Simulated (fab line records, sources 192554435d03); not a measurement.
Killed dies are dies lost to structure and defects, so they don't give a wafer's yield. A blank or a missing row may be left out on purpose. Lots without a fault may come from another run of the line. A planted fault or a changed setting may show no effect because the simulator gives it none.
Which tool did it? | flow n5_finfet | 13 lots, 35 wafers sampled, at 4 steps of a route of 1938

WHAT THE GAUGES READ, wafer by wafer
N5_BEOL_M5_INSPECT_13: inspects for defects (brightfield).
lot  | measured     | on                | raw_defect_count
L475 | day 8 16:06  | defect_inspect-02 | 302 352 370
L476 | day 8 16:26  | defect_inspect-02 | 487 546 537
L477 | day 8 20:54  | defect_inspect-01 | 476 356 478
L485 | day 10 14:01 | defect_inspect-02 | 578 411
L487 | day 11 10:41 | defect_inspect-01 | 397 307 392
L489 | day 12 05:47 | defect_inspect-02 | 346 461
L490 | day 12 11:18 | defect_inspect-01 | 481 468
L491 | day 12 16:51 | defect_inspect-02 | 474 537
L492 | day 12 18:35 | defect_inspect-02 | 357 399 396
L493 | day 12 21:55 | defect_inspect-01 | 535 575 434
L494 | day 13 06:52 | defect_inspect-02 | 456 451 370
L495 | day 13 15:43 | defect_inspect-02 | 508 655 489
L496 | day 13 15:56 | defect_inspect-02 | 445 470 474

WHICH TOOL RAN EACH LOT (tool, then ch and the chambers of the sampled wafers, then the start)
lot  | N5_BEOL_M4_SPUTTER_92        | N5_BEOL_M5_PECVD_70             | N5_BEOL_M5_COAT_71
L475 | pvd_sputter-02, day 8 10:00  | pecvd-03 ch 0,2, day 8 13:08    | litho_track-03 ch 0, day 8 15:37
L476 | pvd_sputter-01, day 8 10:23  | pecvd-03 ch 0,1,2, day 8 14:43  | litho_track-03 ch 0, day 8 16:05
L477 | pvd_sputter-03, day 8 15:49  | pecvd-02 ch 0,1, day 8 19:38    | litho_track-03 ch 0, day 8 20:33
L485 | pvd_sputter-01, day 10 09:28 | pecvd-02 ch 1,2, day 10 12:37   | litho_track-01 ch 0, day 10 13:40
L487 | pvd_sputter-02, day 11 01:07 | pecvd-02 ch 1,2, day 11 05:24   | litho_track-01 ch 0, day 11 09:37
L489 | pvd_sputter-02, day 12 01:55 | pecvd-02 ch 0,2, day 12 05:15   | litho_track-02 ch 0, day 12 05:26
L490 | pvd_sputter-03, day 12 06:49 | pecvd-02 ch 0,1, day 12 09:56   | litho_track-03 ch 0, day 12 10:49
L491 | pvd_sputter-02, day 12 09:28 | pecvd-03 ch 0,2, day 12 14:17   | litho_track-02 ch 0, day 12 16:31
L492 | pvd_sputter-03, day 12 14:00 | pecvd-01 ch 0,2, day 12 17:15   | litho_track-01 ch 0, day 12 18:07
L493 | pvd_sputter-01, day 12 17:21 | pecvd-03 ch 0,1,2, day 12 20:29 | litho_track-03 ch 0, day 12 21:34
L494 | pvd_sputter-03, day 13 01:15 | pecvd-01 ch 0,1, day 13 05:49   | litho_track-01 ch 0, day 13 06:23
L495 | pvd_sputter-03, day 13 10:15 | pecvd-02 ch 0,1,2, day 13 13:22 | litho_track-03 ch 0, day 13 15:22
L496 | pvd_sputter-01, day 13 10:25 | pecvd-01 ch 0,2, day 13 13:32   | litho_track-02 ch 0, day 13 15:28
- N5_BEOL_M4_SPUTTER_92: material Cu, target thk 4.5 nm, time 8.29 s.
- N5_BEOL_M5_PECVD_70: deposits SiO2 from TEOS/O2, target thk 16 nm, time 18 s.
- N5_BEOL_M5_COAT_71: time 60 s, resist thk 5 nm.

WHAT THE TOOLS THEMSELVES READ (means of the sampled wafers that have a number; where no wafer has one, the mark that the record gives instead)
N5_BEOL_M4_SPUTTER_92.
lot  | tool           | throttle_valve_pct (%)
L475 | pvd_sputter-02 | 30.4
L476 | pvd_sputter-01 | 30.6
L477 | pvd_sputter-03 | 30.1
L485 | pvd_sputter-01 | 30.2
L487 | pvd_sputter-02 | 29.1
L489 | pvd_sputter-02 | 30.8
L490 | pvd_sputter-03 | 30.1
L491 | pvd_sputter-02 | 30.6
L492 | pvd_sputter-03 | 30.1
L493 | pvd_sputter-01 | 30.1
L494 | pvd_sputter-03 | 30.1
L495 | pvd_sputter-03 | 30.5
L496 | pvd_sputter-01 | 29.8

N5_BEOL_M5_PECVD_70.
lot  | tool     | heater_power_outer_w (W) | heater_power_w (W) | showerhead_plenum_p_Torr (Torr) | throttle_valve_pct (%)
L475 | pecvd-03 | 373                      | 684                | 8.75                            | 22.3
L476 | pecvd-03 | 455                      | 778                | 8.80                            | 22.7
L477 | pecvd-02 | 457                      | 759                | 8.75                            | 22.0
L485 | pecvd-02 | 431                      | 731                | 8.70                            | 21.7
L487 | pecvd-02 | 434                      | 728                | 8.71                            | 22.2
L489 | pecvd-02 | 446                      | 774                | 8.70                            | 20.9
L490 | pecvd-02 | 470                      | 778                | 8.73                            | 22.0
L491 | pecvd-03 | 458                      | 800                | 8.77                            | 22.0
L492 | pecvd-01 | 434                      | 757                | 8.77                            | 21.4
L493 | pecvd-03 | 432                      | 751                | 8.79                            | 22.6
L494 | pecvd-01 | 432                      | 741                | 8.78                            | 22.2
L495 | pecvd-02 | 462                      | 781                | 8.72                            | 21.7
L496 | pecvd-01 | 413                      | 710                | 8.75                            | 21.5

N5_BEOL_M5_COAT_71.
lot  | tool           | chill_plate_temp_C (C) | heater_power_total_W (W) | spin_speed_rpm (rpm)
L475 | litho_track-03 | 23.01                  | 391.4                    | 1500.6
L476 | litho_track-03 | 23.16                  | 391.8                    | 1330.8
L477 | litho_track-03 | 23.05                  | 392.1                    | 1330.5
L485 | litho_track-01 | 22.99                  | 391.9                    | 1499.4
L487 | litho_track-01 | 22.87                  | 391.4                    | 1499.8
L489 | litho_track-02 | 23.03                  | 391.3                    | 1499.7
L490 | litho_track-03 | 22.90                  | 391.1                    | 1499.3
L491 | litho_track-02 | 23.17                  | 389.7                    | 1500.6
L492 | litho_track-01 | 22.99                  | 391.0                    | 1499.3
L493 | litho_track-03 | 23.04                  | 392.2                    | 1499.9
L494 | litho_track-01 | 22.98                  | 392.1                    | 1500.7
L495 | litho_track-03 | 22.86                  | 392.4                    | 1499.6
L496 | litho_track-02 | 22.95                  | 391.3                    | 1499.3

THE ANSWER, worked out from the rows above alone
Rule: what is usual is taken from the lots themselves. Put in order of their means at a reading, lots are off if they are a third of the lots or fewer, leave a main group of 4 or more, and stand apart from it by a gap of 3 or more times the standard deviation of the main group's means; of several such gaps the widest counts. A main group whose means are all the same, to the digits that the tables above print for the reading, isn't used. A lot without any number at a reading at which 4 lots or more have one is off too. The other lots that the step has rows for count as sound. The gauges are gone through in route order, then the tools' own readings, and for those a lot's mean is taken as printed above. The first step at which some lot is off is used, and at that step the reading that is off furthest; a lot without a number counts as furthest.
Off: L476, L477, at N5_BEOL_M5_COAT_71 (spin_speed_rpm). The main group: mean 1499.8 rpm, standard deviation 0.53.
A tool fits if, at that step or a process step before it, it ran every lot that is off, and no sound lot after the first of them. None of those tried fits.

WHAT THE SIMULATOR HAD PUT IN
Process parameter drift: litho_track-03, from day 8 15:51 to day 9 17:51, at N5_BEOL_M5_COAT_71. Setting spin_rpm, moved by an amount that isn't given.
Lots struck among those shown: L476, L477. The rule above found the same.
